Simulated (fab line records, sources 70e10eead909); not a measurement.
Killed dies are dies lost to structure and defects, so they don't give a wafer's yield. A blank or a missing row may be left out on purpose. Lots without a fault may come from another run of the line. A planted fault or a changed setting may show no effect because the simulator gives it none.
fab line records | flow nand_harc
record lots=5 wafers=15 last_day=32
route steps=1302 shown P_ZERO_WELL@44
lots that met no fault: from a run of the same line without faults
start_h: hours from the record's first day to the start of the lot's first wafer shown | wait_h: hours since the lot's step before | " the same as in the row above | L1.1+2: a row that stands for several wafers | - no value, or no start given | * or withheld: withheld | < > ~ a bound
route shown NAME@n: a module of which the file shows steps, and the number in the route of the first | usual: mean/standard deviation of fault-free wafers | same: alike in all rows | chamber/n: place in a boat | sites: the reading at each site | _std_site: their standard deviation | _edge_site: outer sites' mean less inner sites' | radius_mm: how far each site lies from the wafer's centre | mask NAME#n: copy n | behind: the tool/chamber that last shaped the wafer | hold: why the lot was held/for how many hours/how that ended | device: the transistor (n, p or np) that didn't switch | end of line: the same wafers' tests at the end of the route | a step without rows: its recipe alone | killed: dies lost to structure and defects at the first sort, not the wafer's yield | map: a wafer's dies, x killed, . not, _ none there
set.NAME: the setting as run; set.NAME@STEP: as run at that earlier step | model.NAME: the simulator's own value behind a step, which no gauge read
lots at some steps of the route; a table a step, a row a wafer
services: from which hour (start_h, from the record's first day; less than 0 if before it) a tool's chamber was out of use, for how many hours, and why
## steps
# step NHARC_P_ZERO_WELL_CD_MEAS_37
# recipe target_cd_nm=720 landing_energy_ev=500
# usual cd_nm=718.3/2.2
# columns lot.wafer tool chamber start_h wait_h cd_nm
L491.2 cd_sem-03 0 44.17 - 717.9
L491.3 " 0 " " 714.8
L491.4 " 0 " " 715.7
L495.1 cd_sem-02 0 83.97 - 719.1
L495.2 " 0 " " 716.4
L495.5 " 0 " " 719.9
L503.2 cd_sem-01 0 164.35 - 716.4
L503.5 " 0 " " 717.9
L503.6 " 0 " " 716.9
L504.4 cd_sem-02 0 174.26 - 715.3
L504.5 " 0 " " 716.4
L504.6 " 0 " " 713.5
L510.2 cd_sem-01 0 234.43 - 722.5
L510.5 " 0 " " 718.6
L510.6 " 0 " " 719.9
# step NHARC_P_ZERO_WELL_HARDBAKE_38
# recipe temp_c=125 time_s=80
# step NHARC_P_ZERO_WELL_DESCUM_39
# recipe time_s=3 o2_flow_sccm=200 ar_flow_sccm=0 bias_power_w=0 chemistry=O2
# usual chamber_pressure_mTorr=60.00/0.059 drypump_motor_current_A=5.8/0.56 oes_product_au=1.001/0.013 rf_vpp_V=57.7/0.83 showerhead_plenum_p_Torr=1.90/0.075 throttle_valve_pct=11.310/0.0086
# columns lot.wafer tool chamber start_h wait_h chamber_pressure_mTorr drypump_motor_current_A oes_product_au rf_hours_counter_h rf_vpp_V showerhead_plenum_p_Torr throttle_valve_pct
L491.4 rie_diel-12 1 44.36 - 60.01 6.1 1.015 34 57.3 1.90 11.312
L491.2 " 2 " " 59.91 5.9 0.990 42 57.2 1.91 11.328
L491.3 " 3 " " 60.10 5.4 0.991 32 57.9 1.92 11.303
L495.2 rie_diel-09 3 84.14 - 60.05 6.6 0.982 39 58.3 2.02 11.315
L495.1 " 0 " " 60.09 5.3 0.985 37 57.3 1.95 11.304
L495.5 " 2 " " 59.97 5.5 1.002 - 58.1 1.98 11.327
L503.2 rie_diel-12 2 164.54 - 60.03 5.8 1.002 17 56.5 1.90 11.305
L503.5 " 3 " " 59.98 5.4 0.988 - 56.6 1.91 11.305
L503.6 " 0 " " 59.99 6.7 1.000 - 57.5 1.82 11.318
L504.4 rie_diel-09 2 174.45 - 60.00 5.5 1.029 8 57.6 1.97 11.306
L504.5 " 3 " " 59.97 6.6 1.001 - 57.5 2.01 11.311
L504.6 " 0 " " 60.03 5.3 1.016 - 57.7 1.94 11.303
L510.2 rie_diel-02 3 234.59 - 59.97 6.0 1.007 4 57.7 1.84 11.301
L510.6 " 3 " " 60.04 6.0 1.007 - 57.0 1.84 11.306
L510.5 " 0 " " 59.90 5.6 1.003 - 58.1 1.79 11.308
# step NHARC_P_ZERO_WELL_IMPLANT_40
# recipe energy_kev=300 dose_cm2=1e+13 tilt_deg=7
# step NHARC_P_ZERO_WELL_IMPLANT_59
# recipe energy_kev=120 dose_cm2=5e+12 tilt_deg=7
# step NHARC_P_ZERO_WELL_IMPLANT_60
# recipe energy_kev=30 dose_cm2=2e+12 tilt_deg=7
# step NHARC_P_ZERO_WELL_STRIP_41
# recipe time_s=840 temp_c=130 chemistry=SPM
# step NHARC_P_ZERO_WELL_DEHYDRATE_44
# recipe temp_c=150 time_s=120
# step NHARC_P_ZERO_WELL_HMDS_45
# recipe time_s=30
# step NHARC_P_ZERO_WELL_COAT_46
# recipe spin_rpm=withheld
# step NHARC_P_ZERO_WELL_SOFTBAKE_47
# recipe temp_c=122 time_s=95
# step NHARC_P_ZERO_WELL_EBR_48
# step NHARC_P_ZERO_WELL_EXPOSE_49
# recipe na=0.6 target_cd_nm=2000 dose_mj=22.64 mask_id=P_HVPW
# columns lot.wafer tool chamber start_h wait_h mask
L491.2+3+4 krf_scanner-04 0 45.54 - P_HVPW#0
L495.1+2+5 krf_scanner-01 0 85.44 - P_HVPW_R1#0
L503.2+5+6 krf_scanner-04 0 165.84 - P_HVPW#0
L504.4+5+6 krf_scanner-01 0 175.77 - P_HVPW#0
L510.2+5+6 krf_scanner-04 0 235.92 - P_HVPW#0
# step NHARC_P_ZERO_WELL_PEB_50
# recipe peb_temp_c=118 peb_time_s=85
# step NHARC_P_ZERO_WELL_DEVELOP_51
# recipe time_s=70
# step NHARC_P_ZERO_WELL_CD_MEAS_52
# recipe target_cd_nm=2000 landing_energy_ev=500
# usual cd_nm=1999.7/2.3
# columns lot.wafer tool chamber start_h wait_h cd_nm
L491.2 cd_sem-01 0 45.70 - 2002.9
L491.3 " 0 " " 1999.8
L491.4 " 0 " " 1996.9
L495.1 cd_sem-02 0 85.60 - 1938.8
L495.2 " 0 " " 1937.0
L495.5 " 0 " " 1936.3
L503.2 cd_sem-01 0 165.99 - 2004.1
L503.5 " 0 " " 2002.4
L503.6 " 0 " " 2000.6
L504.4 cd_sem-02 0 175.93 - 2000.9
L504.5 " 0 " " 1998.0
L504.6 " 0 " " 2003.0
L510.2 cd_sem-01 0 236.07 - 2000.4
L510.5 " 0 " " 2001.4
L510.6 " 0 " " 2001.8
# step NHARC_P_ZERO_WELL_HARDBAKE_53
# recipe temp_c=125 time_s=80
# step NHARC_P_ZERO_WELL_DESCUM_54
# recipe time_s=3 o2_flow_sccm=200 ar_flow_sccm=0 bias_power_w=0 chemistry=O2
# usual chamber_pressure_mTorr=60.00/0.06 drypump_motor_current_A=5.8/0.55 oes_product_au=1.001/0.013 rf_vpp_V=57.7/0.98 showerhead_plenum_p_Torr=1.90/0.067 throttle_valve_pct=11.312/0.0089
# columns lot.wafer tool chamber start_h wait_h chamber_pressure_mTorr drypump_motor_current_A oes_product_au rf_hours_counter_h rf_vpp_V showerhead_plenum_p_Torr throttle_valve_pct model.P_ZERO_WELL.cd_nm
L491.2 rie_diel-12 2 45.88 - 60.03 5.8 0.990 42 56.9 1.91 11.310 2003
L491.4 " 3 " " 59.97 5.4 0.996 33 59.2 1.92 11.327 1997
L491.3 " 1 " " 60.15 6.1 1.012 34 58.7 1.90 11.308 2000
L495.1 rie_diel-12 3 85.78 - 59.96 5.4 0.982 46 57.3 1.91 11.311 1939
L495.2 " 0 " " 59.99 6.7 1.025 55 57.6 1.82 11.319 1938
L495.5 " 3 " " 60.04 5.3 0.998 - 57.3 1.91 11.325 1937
L503.2 rie_diel-12 0 166.15 - 60.04 6.7 1.008 15 57.8 1.82 11.301 2004
L503.5 " 0 " " 60.00 6.7 1.013 - 58.4 1.82 11.304 2003
L503.6 " 1 " " 59.99 6.1 1.010 - 57.3 1.89 11.317 2001
L504.4 rie_diel-02 2 176.08 - 59.92 4.7 1.000 49 57.9 1.90 11.306 2001
L504.5 " 2 " " 60.01 4.7 1.001 - 56.9 1.90 11.327 1998
L504.6 " 3 " " 60.03 6.0 1.002 - 56.0 1.84 11.307 2003
L510.2 rie_diel-09 0 236.24 - 60.00 5.3 1.008 25 56.8 1.93 11.332 2000
L510.5 " 3 " " 60.09 6.6 0.985 - 59.7 2.00 11.303 2002
L510.6 " 0 " " 59.99 5.3 0.998 - 58.7 1.93 11.301 2002
# step NHARC_P_ZERO_WELL_IMPLANT_55
# recipe energy_kev=180 dose_cm2=8e+11 tilt_deg=7
## services
# columns tool chamber start_h hours kind
rie_diel-12 0 25.52 - clean
rie_diel-12 1 25.52 - clean
rie_diel-12 2 25.52 - clean
rie_diel-12 3 25.52 - clean
krf_scanner-01 - 26.48 2.4 repair
rie_diel-12 1 27.46 13.9 repair
rie_diel-02 - 39.70 9.0 pm
rie_diel-12 0 50.03 - clean
rie_diel-12 1 50.03 - clean
rie_diel-12 2 50.03 - clean
rie_diel-12 3 50.03 - clean
rie_diel-12 2 53.57 15.2 repair
rie_diel-02 0 56.95 7.7 repair
rie_diel-12 - 57.40 1.1 repair
rie_diel-12 - 94.18 9.0 pm
rie_diel-09 1 105.40 6.4 repair
rie_diel-12 3 111.89 15.3 repair
krf_scanner-01 - 122.71 1.1 repair
krf_scanner-01 - 140.00 4.0 pm
rie_diel-09 - 143.19 9.0 pm
krf_scanner-04 - 182.00 4.0 pm
rie_diel-02 3 189.49 5.3 repair
rie_diel-09 1 198.29 6.4 repair
rie_diel-02 - 217.09 9.0 pm
## key
first_sign step=NHARC_P_ZERO_WELL_EXPOSE_49 reading=mask direction=changed
effect step=NHARC_P_ZERO_WELL_CD_MEAS_52 reading=cd_nm direction=down sigmas=28 usual=1999.7 struck=1937.4
model_effect step=NHARC_P_ZERO_WELL_DESCUM_54 value=P_ZERO_WELL.cd_nm without=2001 struck=1938
met_at NHARC_P_ZERO_WELL_EXPOSE_49
struck_wafers L495.1,L495.2,L495.5
tester_left_out L495
fault kind=wrong_mask tool=any chamber=- onset_h=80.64 steps=NHARC_P_ZERO_WELL_EXPOSE_49 aux_copy=P_HVPW_R1#0 cd_offset_nm=-62.784 scope=struck_lots_only
# tester_left_out: of these lots the tester's yield and bins aren't shown, on N5 and GAA mostly nor the transistor test; their killed dies are dies lost to structure and defects alone, not to doping, threshold or leakage, so they don't give the yield
